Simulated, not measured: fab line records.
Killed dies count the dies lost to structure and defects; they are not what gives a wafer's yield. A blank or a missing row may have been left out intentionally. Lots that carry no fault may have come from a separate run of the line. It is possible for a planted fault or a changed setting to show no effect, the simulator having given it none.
Which tool is to blame?    flow n5 finfet    8 lots, 24 wafers sampled, at 4 steps of a route of 1938

WHAT EACH GAUGE READ, for each wafer
N5_MOL_CONTACT_COAG_CD_MEAS_101 targets a cd of 16 nm.
lot   measured      on         cd nm (nm)
L766  day 5 17:28   cd sem-02  16.5 16.4 16.3
L767  day 5 21:27   cd sem-01  15.7 16.2 16.2
L773  day 7 10:36   cd sem-02  15.4 15.7 15.9
L776  day 8 05:10   cd sem-02  - - -
L775  day 8 05:57   cd sem-03  - - -
L785  day 10 09:22  cd sem-01  15.6 15.5 15.9
L786  day 10 16:04  cd sem-02  15.9 16.3 16.1
L787  day 10 18:49  cd sem-01  15.8 16.2 15.9

WHICH TOOL RAN EACH LOT (tool, then ch and the chambers of the sampled wafers, then the start)
lot   N5_MOL_CONTACT_COAG_STRIP_119         N5_MOL_CONTACT_COAG_ETCH_66         N5_MOL_CONTACT_COAG_ETCHBACK_134
L766  plasma asher-01 ch 0,1, day 5 15:48   rie diel-03 ch 0,1,3, day 5 16:26   rie diel-03 ch 0,1,3, day 5 16:58
L767  plasma asher-01 ch 0,1, day 5 19:45   rie diel-02 ch 0,1, day 5 20:31     rie diel-02 ch 1,3, day 5 20:56
L773  plasma asher-02 ch 0,1, day 7 09:01   rie diel-01 ch 1,2,3, day 7 09:38   rie diel-01 ch 1,3, day 7 10:05
L776  plasma asher-02 ch 0, day 8 03:35     rie diel-01 ch 0,1, day 8 04:19     rie diel-02 ch 0,1,2, day 8 04:38
L775  plasma asher-02 ch 0,1, day 8 03:57   rie diel-03 ch 1,2, day 8 04:59     rie diel-02 ch 1,2,3, day 8 05:26
L785  plasma asher-01 ch 0,1, day 10 07:29  rie diel-01 ch 2,3, day 10 08:33    rie diel-01 ch 1,3, day 10 08:49
L786  plasma asher-02 ch 0,1, day 10 14:07  rie diel-01 ch 0,1,2, day 10 14:53  rie diel-02 ch 0,3, day 10 15:34
L787  plasma asher-02 ch 0,1, day 10 17:25  rie diel-02 ch 0,1,3, day 10 18:04  rie diel-02 ch 0,1,3, day 10 18:19
- N5_MOL_CONTACT_COAG_STRIP_119: strips in N2/H2, time 30 s.
- N5_MOL_CONTACT_COAG_ETCH_66: etches SiARC in CF4, target depth 13 nm, time 21.7 s.
- N5_MOL_CONTACT_COAG_ETCHBACK_134: etches SiO2 in CHF3, target depth 10 nm, time 6.7 s.

THE ANSWER, worked out from the rows above alone
Rule: the usual values come from the lots themselves. Put in order of their means at a reading, lots are off if they are a third of the lots or fewer, leave a main group of 4 or more, and stand apart from it by a gap of 3 or more times the standard deviation of the main group's means; of several such gaps the widest counts. The tables above print the reading to a certain number of digits; a main group whose means all agree to those digits is not used. Also off: a lot with no number at a reading for which 4 or more lots have one. Where the step has rows for the other lots, those lots are counted as sound.
Off: L776, L775, at N5_MOL_CONTACT_COAG_CD_MEAS_101 (cd nm). Without a number there: L776, L775. The main group has a mean of 16.0 nm with a standard deviation of 0.25.
If a tool, at a process step before that reading, ran all the lots that are off and no sound lot after the first of them, it fits. Those tools and the gauges at N5_MOL_CONTACT_COAG_CD_MEAS_101 are tried in the same way. None of those tried fits.

WHAT THE SIMULATOR HAD PUT IN
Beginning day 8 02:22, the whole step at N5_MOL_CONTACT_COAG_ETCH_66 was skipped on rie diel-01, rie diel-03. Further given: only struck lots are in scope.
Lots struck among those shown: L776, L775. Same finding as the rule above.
